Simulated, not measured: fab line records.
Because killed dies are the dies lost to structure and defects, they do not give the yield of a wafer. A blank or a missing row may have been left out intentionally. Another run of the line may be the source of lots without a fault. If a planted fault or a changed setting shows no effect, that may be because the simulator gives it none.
Which of the tools did it? + flow nand-harc + 14 lots, 42 wafers sampled, at 3 steps of a route of 1302

## WHAT THE GAUGES READ, wafer by wafer
NHARC_P_BONDPAD_CD_MEAS_09 targets a cd of 500 nm. Usual: cd-nm at 501.0 nm, with a standard deviation of 2.8.
| lot  | measured     | on        | cd-nm (nm)        | flag |
|------|--------------|-----------|-------------------|------|
| L420 | day 7 02:38  | cd-sem-01 | 503.4 497.9 502.7 |      |
| L421 | day 7 11:57  | cd-sem-02 | 500.3 501.2 499.1 |      |
| L422 | day 8 01:01  | cd-sem-02 | 494.4 500.4 494.4 |      |
| L423 | day 8 04:50  | cd-sem-02 | 505.8 499.7 503.6 |      |
| L424 | day 8 20:38  | cd-sem-03 | 502.1 497.3 503.0 |      |
| L425 | day 8 21:55  | cd-sem-02 | 503.9 497.5 496.5 |      |
| L426 | day 9 13:42  | cd-sem-03 | 506.0 503.2 503.7 |      |
| L430 | day 11 07:13 | cd-sem-01 | 501.2 501.2 503.4 |      |
| L432 | day 11 20:31 | cd-sem-03 | 501.7 497.4 498.4 |      |
| L433 | day 12 17:54 | cd-sem-01 | 502.2 503.5 500.2 |      |
| L439 | day 14 23:10 | cd-sem-03 | 503.0 501.0 503.4 |      |
| L440 | day 15 02:54 | cd-sem-03 | 503.9 504.0 503.8 |      |
| L441 | day 15 21:53 | cd-sem-02 | 500.4 501.4 498.5 |      |
| L442 | day 16 01:41 | cd-sem-03 | 497.0 499.3 499.5 |      |

NHARC_P_BONDPAD_CD_MEAS_13. Usual: cd-nm at 500.5 nm, with a standard deviation of 3.
| lot  | measured     | on        | cd-nm (nm)        | flag |
|------|--------------|-----------|-------------------|------|
| L420 | day 7 03:10  | cd-sem-01 | 504.6 501.0 501.1 |      |
| L421 | day 7 12:29  | cd-sem-02 | 497.3 501.9 500.0 |      |
| L422 | day 8 01:32  | cd-sem-01 | 492.5 502.3 495.7 |      |
| L423 | day 8 05:22  | cd-sem-03 | 504.7 499.4 503.8 |      |
| L424 | day 8 21:10  | cd-sem-03 | 502.5 495.2 502.5 |      |
| L425 | day 8 22:26  | cd-sem-01 | 505.3 498.7 497.1 |      |
| L426 | day 9 14:13  | cd-sem-03 | 506.5 501.7 501.6 |      |
| L430 | day 11 07:45 | cd-sem-02 | 499.8 501.9 502.5 |      |
| L432 | day 11 21:03 | cd-sem-02 | 501.1 496.1 496.6 |      |
| L433 | day 12 18:26 | cd-sem-02 | 501.2 501.5 499.4 |      |
| L439 | day 14 23:41 | cd-sem-01 | 501.9 500.8 503.8 |      |
| L440 | day 15 03:26 | cd-sem-03 | 502.9 502.7 502.1 |      |
| L441 | day 15 22:25 | cd-sem-03 | 499.1 499.8 498.6 |      |
| L442 | day 16 02:12 | cd-sem-03 | 496.5 499.8 499.1 |      |

## WHAT TOOL EACH LOT RAN ON (gives the tool, then ch and the chambers of the sampled wafers, and finally the start)
| lot  | NHARC_P_BONDPAD_ETCH_12            |
|------|------------------------------------|
| L420 | rie-diel-11 ch 0,2,3, day 7 03:01  |
| L421 | rie-diel-09 ch 0,1,2, day 7 12:20  |
| L422 | rie-diel-09 ch 1,2,3, day 8 01:25  |
| L423 | rie-diel-09 ch 0,1,2, day 8 05:14  |
| L424 | rie-diel-11 ch 0,1,3, day 8 21:02  |
| L425 | rie-diel-11 ch 2,3, day 8 22:18    |
| L426 | rie-diel-12 ch 0,1, day 9 14:05    |
| L430 | rie-diel-11 ch 0,1, day 11 07:37   |
| L432 | rie-diel-09 ch 2,3, day 11 20:55   |
| L433 | rie-diel-11 ch 0,1, day 12 18:17   |
| L439 | rie-diel-09 ch 0,2,3, day 14 23:32 |
| L440 | rie-diel-11 ch 1,2, day 15 03:17   |
| L441 | rie-diel-09 ch 0,2,3, day 15 22:17 |
| L442 | rie-diel-09 ch 1,2,3, day 16 02:04 |
- NHARC_P_BONDPAD_ETCH_12: etches the open film in CHF3/O2, target depth 200 nm, time 100 s.

## AS READ BY THE TOOLS THEMSELVES (means over the sampled wafers that have a number; for cases with no such wafer, the mark the record gives instead)
NHARC_P_BONDPAD_ETCH_12. Usual: value, then standard deviation, for each; drypump-motor-current-A 5.8 A / 0.49; oes-product-au 0.940 a.u. / 0.026; rf-fwd-power-W 496.9 W / 1.9; rf-vpp-V 369.8 V / 2.1; run-length-s 121.2 s / 0.42; showerhead-plenum-p-Torr 2.37 Torr / 0.085; throttle-valve-pct 20.573 % / 0.0095.
| lot  | tool        | drypump-motor-current-A (A) | oes-product-au (a.u.) | rf-fwd-power-W (W) | rf-vpp-V (V) | run-length-s (s) | showerhead-plenum-p-Torr (Torr) | throttle-valve-pct (%) | flag |
|------|-------------|-----------------------------|-----------------------|--------------------|--------------|------------------|---------------------------------|------------------------|------|
| L420 | rie-diel-11 | 5.7                         | 0.964                 | 496.1              | 369.5        | 120.9            | 2.36                            | 20.578                 |      |
| L421 | rie-diel-09 | 5.8                         | 0.969                 | 497.2              | 370.0        | 121.0            | 2.39                            | 20.571                 |      |
| L422 | rie-diel-09 | 6.1                         | 0.965                 | 497.3              | 370.3        | 121.2            | 2.38                            | 20.578                 |      |
| L423 | rie-diel-09 | 5.8                         | 0.980                 | 496.4              | 370.8        | 121.0            | 2.39                            | 20.567                 |      |
| L424 | rie-diel-11 | 5.6                         | 0.912                 | 495.8              | 369.8        | 121.2            | 2.34                            | 20.572                 |      |
| L425 | rie-diel-11 | 5.7                         | 0.923                 | 498.0              | 368.8        | 121.1            | 2.37                            | 20.576                 |      |
| L426 | rie-diel-12 | 6.0                         | 0.909                 | 497.3              | 369.4        | 121.6            | 2.36                            | 20.570                 |      |
| L430 | rie-diel-11 | 5.8                         | 0.911                 | 495.0              | 370.3        | 116.5            | 2.38                            | 20.580                 | OFF  |
| L432 | rie-diel-09 | 6.4                         | 0.929                 | 498.4              | 370.2        | 121.4            | 2.35                            | 20.570                 |      |
| L433 | rie-diel-11 | 5.8                         | 0.909                 | 495.1              | 370.0        | 116.7            | 2.38                            | 20.572                 | OFF  |
| L439 | rie-diel-09 | 6.1                         | 0.975                 | 497.1              | 368.7        | 120.9            | 2.36                            | 20.569                 |      |
| L440 | rie-diel-11 | 6.0                         | 0.918                 | 498.0              | 371.8        | 121.4            | 2.48                            | 20.569                 |      |
| L441 | rie-diel-09 | 6.1                         | 0.953                 | 496.2              | 369.5        | 121.2            | 2.36                            | 20.587                 |      |
| L442 | rie-diel-09 | 6.1                         | 0.928                 | 496.6              | 368.9        | 121.2            | 2.38                            | 20.575                 |      |

## THE ANSWER, worked out from the rows above alone
Rule: a lot counts as off when the mean over its wafers that have a number is more than 3 standard deviations away from the usual mean. Also off: a lot with no number at a reading for which 4 or more lots have one. All remaining lots with rows at the step are treated as sound. Order of review: gauges by route order, followed by the tools' own readings, for which a lot's mean as printed above is used. The first step at which some lot is off is used, and at that step the reading that is off furthest; a lot without a number counts as furthest.
Off: L430, L433 (NHARC_P_BONDPAD_ETCH_12, run-length-s).
A tool fits if, at that step or a process step before it, it ran every lot that is off, and no sound lot after the first of them. None of those tried fits.

## WHAT THE SIMULATOR HAD PUT IN
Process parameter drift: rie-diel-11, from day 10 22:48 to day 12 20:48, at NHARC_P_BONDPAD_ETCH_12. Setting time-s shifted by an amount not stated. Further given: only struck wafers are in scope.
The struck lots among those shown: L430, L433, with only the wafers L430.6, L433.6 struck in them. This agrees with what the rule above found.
